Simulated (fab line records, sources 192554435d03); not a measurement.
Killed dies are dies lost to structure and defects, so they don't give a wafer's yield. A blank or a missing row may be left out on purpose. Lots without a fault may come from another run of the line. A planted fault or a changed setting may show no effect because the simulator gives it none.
fab line records | flow n5_finfet
record lots=12 wafers=31 last_day=20
route steps=1938 shown BEOL_M2@913 BEOL_M3@934 BEOL_M4@1111 PASSIVATION@1936
lots that met no fault: from a run of the same line without faults
start_h: hours from the record's first day to the start of the lot's first wafer shown | wait_h: hours since the lot's step before | " the same as in the row above | L1.1+2: a row that stands for several wafers | - no value, or no start given | * or withheld: withheld | < > ~ a bound
route shown NAME@n: a module of which the file shows steps, and the number in the route of the first | usual: mean/standard deviation of fault-free wafers | same: alike in all rows | chamber/n: place in a boat | sites: the reading at each site | _std_site: their standard deviation | _edge_site: outer sites' mean less inner sites' | radius_mm: how far each site lies from the wafer's centre | mask NAME#n: copy n | behind: the tool/chamber that last shaped the wafer | hold: why the lot was held/for how many hours/how that ended | device: the transistor (n, p or np) that didn't switch | end of line: the same wafers' tests at the end of the route | a step without rows: its recipe alone | killed: dies lost to structure and defects at the first sort, not the wafer's yield | map: a wafer's dies, x killed, . not, _ none there
set.NAME: the setting as run; set.NAME@STEP: as run at that earlier step | model.NAME: the simulator's own value behind a step, which no gauge read
steps of the route over a sample of lots; a table a step, a row a wafer
services: from which hour (start_h, from the record's first day; less than 0 if before it) a tool's chamber was out of use, for how many hours, and why
## steps
# step N5_BEOL_M2_ANNEAL_89
# recipe temp_c=400 time_s=240 ambient=vacuum
# usual heater_power_w=842/82
# columns lot.wafer tool chamber start_h wait_h heater_power_w
L130.2 pvd_sputter-03 - 156.94 0.0 864
L130.5 " - " " 894
L130.6 " - " " 885
L129.2 pvd_sputter-02 - 157.00 0.0 769
L129.3 " - " " 858
L129.4 " - " " 947
L131.2 pvd_sputter-02 - 160.92 0.0 852
L131.4 " - " " 824
L131.6 " - " " 757
L133.1 pvd_sputter-02 - 167.56 0.0 783
L133.2 " - " " 955
L133.4 " - " " 863
L137.2 pvd_sputter-02 - 193.92 0.0 842
L137.3 " - " " 755
L136.1 pvd_sputter-01 - 194.22 0.0 771
L143.3 pvd_sputter-01 - 234.26 0.0 772
L143.5 " - " " 705
L146.2 pvd_sputter-02 - 275.02 0.0 736
L146.3 " - " " 956
L146.5 " - " " 763
L148.3 pvd_sputter-01 - 280.68 0.0 759
L148.4 " - " " 790
L148.6 " - " " 800
L147.1 pvd_sputter-03 - 284.55 0.0 911
L147.4 " - " " 1009
L147.5 " - " " 869
L149.1 pvd_sputter-01 - 290.66 0.0 782
L149.4 " - " " 758
L150.1 pvd_sputter-02 - 315.61 0.0 850
L150.3 " - " " 768
L150.6 " - " " 952
# step N5_BEOL_M2_SPUTTER_92
# recipe material=Cu target_thk_a=45 temp_c=-20 chamber_pressure_pa=0.07 power_w=withheld time_s=8.29
# usual chuck_gas_flow_sccm=1.26/0.055 throttle_valve_pct=29.5/0.89
# columns lot.wafer tool chamber start_h wait_h chuck_gas_flow_sccm throttle_valve_pct
L130.2 pvd_sputter-03 - 157.30 0.1 1.26 29.3
L130.5 " - " " 1.24 29.2
L130.6 " - " " 1.27 30.2
L129.2 pvd_sputter-02 - 157.36 0.1 1.29 30.0
L129.3 " - " " 1.38 29.0
L129.4 " - " " 1.21 30.2
L131.2 pvd_sputter-02 - 161.28 0.1 1.28 29.0
L131.4 " - " " 1.16 27.9
L131.6 " - " " 1.34 29.9
L133.1 pvd_sputter-02 - 167.92 0.1 1.28 27.8
L133.2 " - " " 1.30 30.4
L133.4 " - " " 1.22 29.0
L137.2 pvd_sputter-02 - 194.28 0.1 1.28 29.4
L137.3 " - " " 1.30 30.0
L136.1 pvd_sputter-01 - 194.58 0.1 1.24 29.8
L143.3 pvd_sputter-01 - 234.62 0.1 1.14 29.8
L143.5 " - " " 1.18 29.7
L146.2 pvd_sputter-02 - 275.38 0.1 1.24 30.1
L146.3 " - " " 1.28 29.7
L146.5 " - " " 1.28 30.3
L148.3 pvd_sputter-01 - 281.04 0.1 1.14 29.9
L148.4 " - " " 1.24 29.7
L148.6 " - " " 1.28 29.7
L147.1 pvd_sputter-03 - 284.91 0.1 1.20 30.3
L147.4 " - " " 1.24 30.6
L147.5 " - " " 1.28 29.2
L149.1 pvd_sputter-01 - 291.02 0.1 1.30 29.9
L149.4 " - " " 1.21 30.0
L150.1 pvd_sputter-02 - 315.97 0.1 1.28 29.0
L150.3 " - " " 1.38 30.1
L150.6 " - " " 1.31 30.5
# step N5_BEOL_M2_CO_CAP_55
# recipe material=Co target_thk_a=20 temp_c=200 precursor=CCTBA/H2 pressure_torr=30 time_s=102.1
# usual heater_power_w=224/19 run_length_s=124.9/0.72
# columns lot.wafer tool chamber start_h wait_h heater_power_w run_length_s
L130.2 cvd_co-01 1 158.60 0.0 218 125.4
L130.5 " 0 " " 234 125.3
L130.6 " 1 " " 221 125.2
L129.2 cvd_co-02 2 158.67 0.0 240 123.9
L129.3 " 1 " " 235 125.4
L129.4 " 0 " " 219 125.9
L131.2 cvd_co-01 2 162.59 0.0 189 123.9
L131.4 " 2 " " 196 123.6
L131.6 " 1 " " 218 125.0
L133.1 cvd_co-01 2 169.23 0.0 191 123.7
L133.2 " 0 " " 246 164.5
L133.4 " 2 " " 196 124.2
L137.2 cvd_co-01 1 195.59 0.0 219 163.6
L137.3 " 0 " " 243 163.9
L136.1 cvd_co-01 0 195.89 0.0 240 125.3
L143.3 cvd_co-02 1 236.14 0.0 239 125.6
L143.5 " 1 " " 242 125.6
L146.2 cvd_co-02 0 276.68 0.0 224 125.4
L146.3 " 2 " " 252 123.8
L146.5 " 2 " " 247 123.8
L148.3 cvd_co-01 2 282.76 0.0 194 124.2
L148.4 " 0 " " 245 125.0
L148.6 " 2 " " 194 123.7
L147.1 cvd_co-01 1 286.23 0.0 221 125.4
L147.4 " 0 " " 247 124.9
L147.5 " 1 " " 212 125.6
L149.1 cvd_co-01 2 292.33 0.0 192 123.6
L149.4 " 2 " " 187 123.7
L150.1 cvd_co-01 0 317.28 0.0 240 125.3
L150.3 " 1 " " 213 125.4
L150.6 " 0 " " 241 125.6
# step N5_BEOL_M3_HM_DEP_02
# recipe material=TiN target_thk_a=200 temp_c=25 chamber_pressure_pa=0.49996
# usual throttle_valve_pct=29.7/0.71
# columns lot.wafer tool chamber start_h wait_h throttle_valve_pct
L130.2 pvd_sputter-03 - 160.36 1.4 29.0
L130.5 " - " " 30.7
L130.6 " - " " 29.1
L129.2 pvd_sputter-03 - 160.46 1.4 30.9
L129.3 " - " " 29.1
L129.4 " - " " 30.3
L131.2 pvd_sputter-02 - 163.68 0.7 27.5
L131.4 " - " " 30.3
L131.6 " - " " 30.0
L133.1 pvd_sputter-01 - 170.42 0.8 30.1
L133.2 " - " " 28.9
L133.4 " - " " 29.7
L137.2 pvd_sputter-02 - 195.99 0.0 30.3
L137.3 " - " " 29.9
L136.1 pvd_sputter-01 - 198.77 2.5 29.6
L143.3 pvd_sputter-02 - 239.48 3.0 29.1
L143.5 " - " " 29.9
L146.2 pvd_sputter-02 - 280.10 3.0 30.3
L146.3 " - " " 29.8
L146.5 " - " " 30.4
L148.3 pvd_sputter-03 - 285.53 2.4 30.8
L148.4 " - " " 30.3
L148.6 " - " " 29.3
L147.1 pvd_sputter-01 - 287.42 0.8 30.0
L147.4 " - " " 29.6
L147.5 " - " " 29.6
L149.1 pvd_sputter-02 - 295.09 2.4 30.1
L149.4 " - " " 27.5
L150.1 pvd_sputter-01 - 318.11 0.5 29.9
L150.3 " - " " 29.0
L150.6 " - " " 28.7
# step N5_BEOL_M4_RC_MEAS_101
# usual DIBL_N=36.3/1.9 DIBL_P=36.6/2.4 IOFF_N=0.17/0.037 IOFF_P=0.23/0.04 ION_N=682/14 ION_P=468/8.6 SS_N=71.6/0.67 SS_P=73.4/0.71 VT_N=248/3.3 VT_P=-248.9/2.9
# columns lot.wafer tool chamber start_h wait_h DIBL_N[mV/V] DIBL_P[mV/V] IOFF_N[nA/um] IOFF_P[nA/um] ION_N[uA/um] ION_P[uA/um] SS_N[mV/dec] SS_P[mV/dec] VT_N[mV] VT_P[mV]
L131.2 prober-02 0 193.74 0.2 38.4 39.9 0.23 0.31 712 486 71.0 73.5 242 -240.0
L131.4 " 0 " " 35.0 36.2 0.15 0.23 681 475 71.3 73.2 248 -247.9
L131.6 " 0 " " 38.3 40.1 0.21 0.29 688 474 72.5 74.1 246 -244.0
L133.1 prober-02 0 204.44 0.0 37.2 39.3 0.16 0.22 669 467 71.4 74.1 252 -252.9
L133.2 " 0 " " 40.0 41.9 0.24 0.29 693 473 72.5 74.5 244 -247.4
L133.4 " 0 " " 35.0 36.7 0.14 0.19 680 472 70.8 73.9 253 -253.2
L130.2 prober-02 0 213.27 0.2 36.9 37.1 0.17 0.23 666 460 72.4 73.1 251 -250.3
L130.5 " 0 " " 39.7 39.7 0.26 0.29 687 468 72.9 74.1 242 -244.7
L130.6 " 0 " " 34.5 34.6 0.13 0.19 652 454 70.9 72.6 254 -249.8
L129.2 prober-01 0 213.68 0.2 34.6 35.2 0.14 0.17 671 456 70.7 72.3 253 -252.2
L129.3 " 0 " " 36.1 38.3 0.16 0.23 682 465 71.6 73.7 247 -250.2
L129.4 " 0 " " 36.3 37.0 0.15 0.20 672 457 71.6 73.0 250 -252.8
L137.2 prober-01 0 228.41 0.2 39.4 39.5 0.23 0.27 697 471 72.8 74.3 242 -245.8
L137.3 " 0 " " 36.6 37.6 0.17 0.23 697 482 71.2 74.0 247 -247.9
L136.1 prober-01 0 232.01 0.0 37.8 40.0 0.22 0.29 693 478 72.8 73.8 246 -247.6
L143.3 prober-02 0 294.06 0.3 36.3 37.2 0.18 0.20 693 471 70.9 74.6 245 -252.2
L143.5 " 0 " " 35.1 35.8 0.15 0.18 676 455 71.2 73.4 251 -253.6
L146.2 prober-02 0 332.06 0.2 39.5 40.4 0.24 0.28 717 490 72.4 74.6 243 -248.3
L146.3 " 0 " " 35.7 33.7 0.14 0.16 691 463 71.7 72.8 251 -255.1
L146.5 " 0 " " 39.1 37.5 0.22 0.23 691 465 72.9 73.6 243 -250.1
L149.1 prober-02 0 345.51 0.0 36.8 36.7 0.18 0.25 694 483 71.5 73.7 249 -247.9
L149.4 " 0 " " 35.5 34.5 0.15 0.21 689 476 70.9 73.3 252 -248.4
L147.1 prober-02 0 349.91 0.0 34.7 35.9 0.16 0.20 686 472 70.5 73.4 249 -247.2
L147.4 " 0 " " 36.2 37.6 0.18 0.23 680 467 71.6 73.6 247 -247.7
L147.5 " 0 " " 33.2 33.2 0.12 0.16 660 459 71.8 72.7 254 -251.3
L148.3 prober-01 0 352.17 0.3 37.1 35.5 0.17 0.25 677 473 72.8 73.9 250 -244.3
L148.4 " 0 " " 36.6 34.8 0.16 0.24 701 484 72.0 74.0 245 -246.2
L148.6 " 0 " " 38.4 37.9 0.21 0.29 707 489 72.0 74.2 246 -245.7
L150.1 prober-02 0 356.44 0.0 33.8 34.9 0.16 0.20 699 479 70.9 73.0 246 -250.3
L150.3 " 0 " " 36.8 37.7 0.21 0.24 699 474 71.7 74.2 246 -246.6
L150.6 " 0 " " 36.8 37.2 0.22 0.24 698 472 71.5 73.2 242 -250.8
# step N5_PASSIVATION_PROBE_49
# usual defect_limited_yield=91.2/1.5 killed_at_M0_to_M3=35/12 killed_at_M4_up=14/5.1 killed_at_contacts=13/6 killed_at_front_end=38/12 killed_at_other=4/3.5 killed_dies=104/18 killed_open=68/13 killed_short=33/8.1 sort_bin_5_function=5.2/1 sort_bin_6_memory=3.2/0.69 sort_bin_8_speed=0.01/0.051 sort_n_pass=1076/18 sort_yield_pct=91.2/1.5
# same gross_dies=1180 killed_at_back_side=0 sort_bin_4_leakage[%]=0
# columns lot.wafer tool chamber start_h wait_h defect_limited_yield[%] killed_at_M0_to_M3 killed_at_M4_up killed_at_contacts killed_at_front_end killed_at_other killed_dies killed_open killed_short sort_bin_5_function[%] sort_bin_6_memory[%] sort_bin_8_speed[%] sort_n_pass sort_yield_pct[%]
L136.1 prober-01 - 343.10 0.0 94.5 25 14 8 18 0 65 46 16 3.1 2.0 0 1115 94.5
# killed by level:class
L136.1 BEOL_M2:geometric_particle:open=7 MOL_CONTACT_COAG:geometric_particle:open=6 BEOL_M0_SAQP:geometric_particle:open=6 BEOL_M3:geometric_particle:open=5 FIN_SAQP:geometric_particle:short=3 FIN_SAQP:geometric_particle:open=3 GATE_CUT:geometric_particle:short=3 BEOL_M5:geometric_particle:open=3
## services
# columns tool chamber start_h hours kind
pvd_sputter-03 - 138.99 2.0 repair
pvd_sputter-02 - 172.82 0.6 repair
cvd_co-02 1 229.99 3.3 repair
cvd_co-01 - 288.06 0.6 repair
pvd_sputter-01 - 292.47 20.0 repair
cvd_co-01 - 293.96 6.3 repair
## key
first_sign step=N5_BEOL_M2_CO_CAP_55 reading=run_length_s direction=up sigmas=54 usual=* struck=*
effect none on later readings
met_at N5_BEOL_M2_CO_CAP_55
struck_lots L133,L137
struck_wafers L133.2,L137.2,L137.3
not_acting_at N5_BEOL_M2_ANNEAL_89,N5_BEOL_M2_SPUTTER_92,N5_BEOL_M3_HM_DEP_02
onset_between 162.59 169.23
fault kind=process_parameter_drift tool=cvd_co-01 chamber=- onset_h=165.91 steps=N5_BEOL_M2_CO_CAP_55 channel=time_s offset=* shape=step end_h=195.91 scope=struck_wafers_only acts_in=* stated=*
